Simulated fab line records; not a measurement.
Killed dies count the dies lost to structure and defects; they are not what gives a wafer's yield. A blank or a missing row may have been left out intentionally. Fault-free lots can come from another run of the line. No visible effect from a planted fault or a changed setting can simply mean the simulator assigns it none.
Matching of chambers :: flow n5Finfet :: N5_BEOL_M11_VIA_ETCH_34 on rieDiel-03 has 4 sister chambers
The step etches SiCOH lowk in C4F6/O2, target depth 184.5 nm, time 69.2 s. 8 wafers are shown with their chamber, then 9 later ones without.

WAFERS WITH THEIR CHAMBER
wafer: L083.5
chamber: 3
rfVppV (V): 654
showerheadPlenumPTorr (Torr): 2.81

wafer: L087.2
chamber: 3
rfVppV (V): 655
showerheadPlenumPTorr (Torr): 2.81

wafer: L087.6
chamber: 1
rfVppV (V): 687
showerheadPlenumPTorr (Torr): 3.00

wafer: L091.4
chamber: 0
rfVppV (V): 673
showerheadPlenumPTorr (Torr): 2.83

wafer: L091.6
chamber: 2
rfVppV (V): 661
showerheadPlenumPTorr (Torr): 2.81

wafer: L090.2
chamber: 2
rfVppV (V): 661
showerheadPlenumPTorr (Torr): 2.81

wafer: L090.3
chamber: 1
rfVppV (V): 687
showerheadPlenumPTorr (Torr): 2.99

wafer: L090.4
chamber: 0
rfVppV (V): 672
showerheadPlenumPTorr (Torr): 2.83

WAFERS WHOSE CHAMBER IS MISSING
wafer: L093.1
rfVppV (V): 673
showerheadPlenumPTorr (Torr): 2.83

wafer: L093.2
rfVppV (V): 687
showerheadPlenumPTorr (Torr): 2.99

wafer: L093.4
rfVppV (V): 661
showerheadPlenumPTorr (Torr): 2.81

wafer: L096.3
rfVppV (V): 686
showerheadPlenumPTorr (Torr): 2.99

wafer: L096.5
rfVppV (V): 660
showerheadPlenumPTorr (Torr): 2.81

wafer: L096.6
rfVppV (V): 686
showerheadPlenumPTorr (Torr): 2.99

wafer: L097.1
rfVppV (V): 687
showerheadPlenumPTorr (Torr): 2.99

wafer: L097.5
rfVppV (V): 685
showerheadPlenumPTorr (Torr): 2.99

wafer: L097.6
rfVppV (V): 662
showerheadPlenumPTorr (Torr): 2.81

EACH ONE'S CHAMBER
wafer: L093.1
from the rows above: 0
in truth: 0

wafer: L093.2
from the rows above: 1
in truth: 1

wafer: L093.4
from the rows above: 2
in truth: 2

wafer: L096.3
from the rows above: 1
in truth: 1

wafer: L096.5
from the rows above: 2
in truth: 2

wafer: L096.6
from the rows above: 1
in truth: 1

wafer: L097.1
from the rows above: 1
in truth: 1

wafer: L097.5
from the rows above: 1
in truth: 1

wafer: L097.6
from the rows above: 2
in truth: 2
Correct placement for 9 of the 9. Number that these rows cannot place: 0. Number placed wrongly: 0.
How it was worked out, from the rows above alone: a wafer's distance from a chamber is the root of the sum, over the readings, of the square of ((its reading less the chamber's mean) divided by the reading's scatter). If the next closest chamber is less than 2 further off than the closest, the wafer can't be placed; otherwise it belongs to the closest. For every chamber, the mean is computed from those of its wafers that are shown. The scatter: take each reading less its chamber's mean, square it, sum over the shown wafers, divide by the number of wafers less the number of chambers, and take the root.
